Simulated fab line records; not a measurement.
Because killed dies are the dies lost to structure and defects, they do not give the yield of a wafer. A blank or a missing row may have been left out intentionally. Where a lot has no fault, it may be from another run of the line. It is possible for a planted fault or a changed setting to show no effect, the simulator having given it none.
Matching of chambers -- flow n5Finfet -- N5_BEOL_M5_VIA_ETCH_34 on rieDiel-03 has 4 sister chambers
The step etches SiCOH lowk in C4F6/O2, target depth 88.3 nm, time 39.2 s. 22 wafers are shown with their chamber, then 11 later ones without.

== WAFERS WITH THEIR CHAMBER ==
wafer,chamber,showerheadPlenumPTorr (Torr),rfVppV (V),throttleValvePct (%)
L074.2,1,2.91,661,20.74
L074.3,0,2.94,655,21.24
L074.5,2,2.72,681,20.90
L075.2,1,2.91,662,20.75
L075.4,2,2.72,681,20.90
L075.6,1,2.91,663,20.76
L076.3,1,2.91,661,20.77
L076.4,2,2.71,680,20.90
L076.6,2,2.72,680,20.91
L079.1,3,2.91,686,20.87
L079.3,0,2.94,654,21.27
L079.5,0,2.94,654,21.28
L082.3,2,2.71,680,20.92
L082.4,0,2.94,653,21.29
L082.6,2,2.71,678,20.91
L081.2,3,2.91,686,20.89
L081.3,0,2.94,654,21.27
L081.4,2,2.71,680,20.89
L083.1,3,2.91,687,20.87
L083.4,1,2.91,662,20.78
L083.5,0,2.94,653,21.27
L084.2,2,2.71,679,20.91

SIGNATURES, as means of the wafers listed above
reading,chamber 0,chamber 1,chamber 2,chamber 3,scatter within a chamber
showerheadPlenumPTorr,2.9400,2.9100,2.7138,2.9100,0.00323
rfVppV,653.83,661.80,679.88,686.33,0.856
throttleValvePct,21.2700,20.7600,20.9050,20.8767,0.0135
Rule: a wafer's distance from a chamber is the root of the sum, over the readings, of the square of ((its reading less the chamber's mean) divided by the reading's scatter). The wafer belongs to the nearest chamber; if the next one is less than 2 further off, it can't be placed. The scatter is the square root of a quotient: the sum, over the shown wafers, of each reading's squared deviation from its chamber's mean, divided by wafers minus chambers.

== WAFERS WITHOUT THEIR CHAMBER ==
wafer,showerheadPlenumPTorr (Torr),rfVppV (V),throttleValvePct (%)
L084.3,2.91,686,20.86
L084.6,2.71,682,20.92
L092.2,2.93,653,21.29
L092.3,2.70,681,20.95
L092.6,2.93,653,21.29
L094.2,2.89,661,20.83
L094.3,2.90,685,20.91
L094.4,3.04,690,20.59
L097.2,2.90,685,20.91
L097.4,2.89,661,20.82
L097.5,2.90,686,20.91

== WHICH CHAMBER EACH ONE RAN IN ==
wafer,from the rows above,in truth
L084.3,3,3
L084.6,2,2
L092.2,0,0
L092.3,2,2
L092.6,0,0
L094.2,1,1
L094.3,3,3
L094.4,3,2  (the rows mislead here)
L097.2,3,3
L097.4,1,1
L097.5,3,3
Correct placement for 10 of the 11. From these rows, 0 cannot be placed. Number placed wrongly: 1.
